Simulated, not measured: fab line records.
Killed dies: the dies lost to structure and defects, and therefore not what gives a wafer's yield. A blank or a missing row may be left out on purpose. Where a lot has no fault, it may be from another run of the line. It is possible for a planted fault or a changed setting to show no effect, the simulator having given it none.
Which tool is to blame? :: flow n5-finfet :: 11 lots with 32 wafers sampled at 2 steps, on a route of 1938 steps

== WHAT EACH GAUGE READ, for each wafer ==
N5_BEOL_M14_CD_MEAS_28: the cd target is 284.4 nm.
lot: L135
measured: day 12 20:19
on: cd-sem-02
cd-nm (nm): 283.2 283.8 284.9

lot: L133
measured: day 13 00:07
on: cd-sem-03
cd-nm (nm): 286.3 287.8 284.5

lot: L138
measured: day 13 21:43
on: cd-sem-03
cd-nm (nm): 287.2 286.1 286.0

lot: L137
measured: day 14 03:25
on: cd-sem-01
cd-nm (nm): 285.3 286.0 286.2

lot: L139
measured: day 14 09:53
on: cd-sem-02
cd-nm (nm): 284.2 285.7 286.3

lot: L140
measured: day 14 13:09
on: cd-sem-01
cd-nm (nm): 287.1 286.2 285.3

lot: L144
measured: day 15 20:43
on: cd-sem-02
cd-nm (nm): 286.8 286.2

lot: L147
measured: day 16 23:23
on: cd-sem-03
cd-nm (nm): 278.3 277.9 279.2

lot: L150
measured: day 17 04:36
on: cd-sem-02
cd-nm (nm): 279.0 280.7 280.8

lot: L146
measured: day 17 07:35
on: cd-sem-03
cd-nm (nm): 280.5 279.3 279.5

lot: L151
measured: day 17 23:15
on: cd-sem-02
cd-nm (nm): 283.6 285.5 286.1

== WHAT TOOL EACH LOT RAN ON (gives the tool, then ch and the chambers of the sampled wafers, and finally the start) ==
lot: L135
N5_BEOL_M14_PEB_26: litho-track-01 ch 0, day 12 20:12

lot: L133
N5_BEOL_M14_PEB_26: litho-track-01 ch 0, day 13 00:00

lot: L138
N5_BEOL_M14_PEB_26: litho-track-01 ch 0, day 13 21:35

lot: L137
N5_BEOL_M14_PEB_26: litho-track-05 ch 0, day 14 03:18

lot: L139
N5_BEOL_M14_PEB_26: litho-track-01 ch 0, day 14 09:46

lot: L140
N5_BEOL_M14_PEB_26: litho-track-01 ch 0, day 14 13:02

lot: L144
N5_BEOL_M14_PEB_26: litho-track-01 ch 0, day 15 20:35

lot: L147
N5_BEOL_M14_PEB_26: litho-track-01 ch 0, day 16 23:16

lot: L150
N5_BEOL_M14_PEB_26: litho-track-01 ch 0, day 17 04:29

lot: L146
N5_BEOL_M14_PEB_26: litho-track-01 ch 0, day 17 07:28

lot: L151
N5_BEOL_M14_PEB_26: litho-track-05 ch 0, day 17 23:08
- N5_BEOL_M14_PEB_26: peb time 90 s.

== THE ANSWER, worked out from the rows above alone ==
Rule: the lots themselves supply what counts as usual. The widest of any qualifying gaps counts: lots, ordered by their means at a reading, are off when they make up no more than a third of the lots, leave a main group of 4 or more, and stand apart from it by 3 or more times the standard deviation of that group's means. Not used: any main group whose means are identical at the precision the tables above print for the reading. Also off: a lot with no number at a reading for which 4 or more lots have one. The other lots that the step has rows for count as sound.
Off: L147, L150, L146, at N5_BEOL_M14_CD_MEAS_28 (cd-nm). The main group: mean 285.7 nm, standard deviation 0.81.
A tool fits if, at a process step before that reading, it ran every lot that is off, and no sound lot after the first of them. Gauges at N5_BEOL_M14_CD_MEAS_28: tried the same way as those tools. One candidate fits, namely litho-track-01 at N5_BEOL_M14_PEB_26. A fault onset in the window from L144 (day 15 20:35, its last sound lot) to L147 (day 16 23:16, its first lot off) fits.

== WHAT THE SIMULATOR HAD PUT IN ==
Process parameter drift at N5_BEOL_M14_PEB_26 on litho-track-01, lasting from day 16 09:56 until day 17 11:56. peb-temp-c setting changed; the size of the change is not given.
Shown lots that were struck: L147, L150, L146. The same result came from the rule above.
